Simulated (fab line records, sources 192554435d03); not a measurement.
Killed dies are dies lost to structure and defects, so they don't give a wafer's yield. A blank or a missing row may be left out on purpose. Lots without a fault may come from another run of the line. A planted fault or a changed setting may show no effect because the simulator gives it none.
Which tool did it? | flow n5_finfet | 6 lots, 18 wafers sampled, at 2 steps of a route of 1938

WHAT THE GAUGES READ, wafer by wafer
N5_SDB_CD_MEAS_11: target cd 50 nm.
lot  | measured    | on        | cd_nm (nm)
L900 | day 4 22:56 | cd_sem-01 | 48.6 48.8 48.2
L902 | day 5 11:17 | cd_sem-03 | 45.0 45.7 44.5
L909 | day 7 04:05 | cd_sem-01 | 49.7 50.5 50.7
L913 | day 8 03:43 | cd_sem-01 | 48.8 50.4 49.7
L916 | day 8 22:58 | cd_sem-02 | 49.4 49.3 48.6
L918 | day 9 11:43 | cd_sem-02 | 50.1 48.3 50.1

WHICH TOOL RAN EACH LOT (tool, then ch and the chambers of the sampled wafers, then the start)
lot  | N5_SDB_EXPOSE_08
L900 | arfi_scanner-01 ch 0, day 4 22:49
L902 | arfi_scanner-01 ch 0, day 5 11:10
L909 | arfi_scanner-02 ch 0, day 7 03:58
L913 | arfi_scanner-02 ch 0, day 8 03:35
L916 | arfi_scanner-02 ch 0, day 8 22:50
L918 | arfi_scanner-03 ch 0, day 9 11:36
- N5_SDB_EXPOSE_08: exposes mask SDB.

THE ANSWER, worked out from the rows above alone
Rule: what is usual is taken from the lots themselves. Put in order of their means at a reading, lots are off if they are a third of the lots or fewer, leave a main group of 4 or more, and stand apart from it by a gap of 3 or more times the standard deviation of the main group's means; of several such gaps the widest counts. A main group whose means are all the same, to the digits that the tables above print for the reading, isn't used. A lot without any number at a reading at which 4 lots or more have one is off too. The other lots that the step has rows for count as sound.
Off: L902, at N5_SDB_CD_MEAS_11 (cd_nm). The main group: mean 49.4 nm, standard deviation 0.59.
A tool fits if, at a process step before that reading, it ran every lot that is off, and no sound lot after the first of them. The gauges at N5_SDB_CD_MEAS_11 are tried like those tools. Can't be told from this: 2 tools fit, arfi_scanner-01 at N5_SDB_EXPOSE_08, cd_sem-03 at N5_SDB_CD_MEAS_11.

WHAT THE SIMULATOR HAD PUT IN
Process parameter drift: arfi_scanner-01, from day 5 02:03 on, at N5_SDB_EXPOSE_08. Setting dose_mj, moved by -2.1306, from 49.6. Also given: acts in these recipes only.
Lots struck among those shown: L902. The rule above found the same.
